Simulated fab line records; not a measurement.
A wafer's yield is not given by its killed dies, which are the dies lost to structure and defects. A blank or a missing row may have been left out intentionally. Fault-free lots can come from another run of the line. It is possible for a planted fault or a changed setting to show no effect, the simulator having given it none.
Split-lot study + flow n5 finfet + 7 lots, 39 wafers read, on a route of 1938 steps

== THE SPLIT ITSELF ==
At N5_FIN_SAQP_ALD_61 (deposits SiO2, target thk 4 nm, pulse time 1 s, purge time 2 s), the setting temp c was moved away from the recipe's 300 C on 15 of the 39 wafers read, by -2.9% to +4.2%. The other wafers ran this setting at the recipe's value.

Reading taken at the split's own step.

== THE READING ==
SiO2_of_FIN_SAQP_ALD_61.thk nm (the simulator's own value, which no gauge read), in nm, at N5_FIN_SAQP_ALD_61 (deposits SiO2, target thk 4 nm, pulse time 1 s, purge time 2 s). There is no usual value for it anywhere in the file. Across the 24 wafers here that went through the recipe, the average is 4.004 nm and the standard deviation 0.014 nm.

| wafer  | tool, chamber at the split | temp c as run, C | against the recipe | SiO2_of_FIN_SAQP_ALD_61.thk nm, nm | against lot-mates on the recipe |
|--------|----------------------------|------------------|--------------------|------------------------------------|---------------------------------|
| L074.1 | ald sin-03, 2              | 300              | recipe             | 3.983                              | -                               |
| L074.2 | ald sin-03, 0              | 292.3            | -2.6%              | 4.118                              | +0.125                          |
| L074.3 | ald sin-03, 3              | 300              | recipe             | 4.005                              | -                               |
| L074.4 | ald sin-03, 1              | 300              | recipe             | 3.992                              | -                               |
| L074.5 | ald sin-03, 1              | 292.3            | -2.6%              | 4.119                              | +0.126                          |
| L074.6 | ald sin-03, 0              | 292.3            | -2.6%              | 4.116                              | +0.123                          |
| L075.1 | ald sin-02, 3              | 312.5            | +4.2%              | 3.929                              | -0.080                          |
| L075.2 | ald sin-02, 0              | 312.5            | +4.2%              | 3.936                              | -0.073                          |
| L075.3 | ald sin-02, 1              | 300              | recipe             | 3.99                               | -                               |
| L075.4 | ald sin-02, 2              | 300              | recipe             | 4.002                              | -                               |
| L075.5 | ald sin-02, 0              | 312.5            | +4.2%              | 3.928                              | -0.081                          |
| L075.6 | ald sin-02, 3              | 300              | recipe             | 4.036                              | -                               |
| L077.1 | ald sin-04, 0              | 300              | recipe             | 4.014                              | -                               |
| L077.2 | ald sin-04, 2              | 300              | recipe             | 4.013                              | -                               |
| L077.3 | ald sin-04, 3              | 308.3            | +2.8%              | 3.955                              | -0.058                          |
| L077.4 | ald sin-04, 1              | 300              | recipe             | 4.011                              | -                               |
| L077.5 | ald sin-04, 3              | 308.3            | +2.8%              | 3.948                              | -0.065                          |
| L077.6 | ald sin-04, 0              | 308.3            | +2.8%              | 3.958                              | -0.055                          |
| L087.1 | ald sin-03, 1              | 291.4            | -2.9%              | 4.146                              | +0.154                          |
| L087.2 | ald sin-03, 2              | 300              | recipe             | 3.996                              | -                               |
| L087.3 | ald sin-03, 3              | 291.4            | -2.9%              | 4.118                              | +0.126                          |
| L087.4 | ald sin-03, 0              | 291.4            | -2.9%              | 4.127                              | +0.135                          |
| L087.5 | ald sin-03, 0              | 300              | recipe             | 4.002                              | -                               |
| L087.6 | ald sin-03, 3              | 300              | recipe             | 3.977                              | -                               |
| L090.1 | ald sin-02, 1              | 300              | recipe             | 3.999                              | -                               |
| L090.2 | ald sin-02, 3              | 300              | recipe             | 4.015                              | -                               |
| L090.5 | ald sin-02, 1              | 300              | recipe             | 4.014                              | -                               |
| L091.1 | ald sin-04, 2,3            | 300              | recipe             | 4.003                              | -                               |
| L091.2 | ald sin-04, 2,3            | 300              | recipe             | 4.003                              | -                               |
| L091.3 | ald sin-04, 0              | 300              | recipe             | 4.02                               | -                               |
| L091.4 | ald sin-04, 1              | 300              | recipe             | 3.99                               | -                               |
| L091.5 | ald sin-04, 2              | 300              | recipe             | 3.986                              | -                               |
| L091.6 | ald sin-04, 3              | 300              | recipe             | 3.998                              | -                               |
| L097.1 | ald sin-02, 0              | 300              | recipe             | 4.023                              | -                               |
| L097.2 | ald sin-02, 1              | 305.9            | +2.0%              | 3.976                              | -0.037                          |
| L097.3 | ald sin-02, 2              | 305.9            | +2.0%              | 3.995                              | -0.018                          |
| L097.4 | ald sin-02, 3              | 300              | recipe             | 4.015                              | -                               |
| L097.5 | ald sin-02, 0              | 300              | recipe             | 4.001                              | -                               |
| L097.6 | ald sin-02, 1              | 305.9            | +2.0%              | 3.993                              | -0.020                          |
The file does not say which wafer passed through which chamber wherever a row lists several chambers: such a row stands for several wafers.

FIT RESULTS
A straight line over all 39 wafers: SiO2_of_FIN_SAQP_ALD_61.thk nm changes by -0.027 nm for each +1% of temp c; r = -0.91; the points scatter about the line by 0.023 nm.
The same after taking each lot's own level away (the mean of its wafers on the recipe; 39 wafers): -0.03 nm for each +1%; r = -0.92; scatter 0.024 nm.
According to that fit, moving temp c by its largest amount changes the reading by 0.12 nm.
The span of the lots' own levels, 3.9917 to 4.0130 nm, comes to 1.6 times the standard deviation stated above.
Hence the lot-to-lot level has little effect on the slope; both slopes agree.
Check: with one of the wafers moved furthest among these (+4.2%) left out of the fit, the line predicts -0.114 nm for it against its lot-mates. It came out at -0.0803 nm against them.

== THE FILE'S OWN FIT ==
SiO2_of_FIN_SAQP_ALD_61.thk nm changes by -0.0288 nm for each +1% of temp c, r = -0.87.
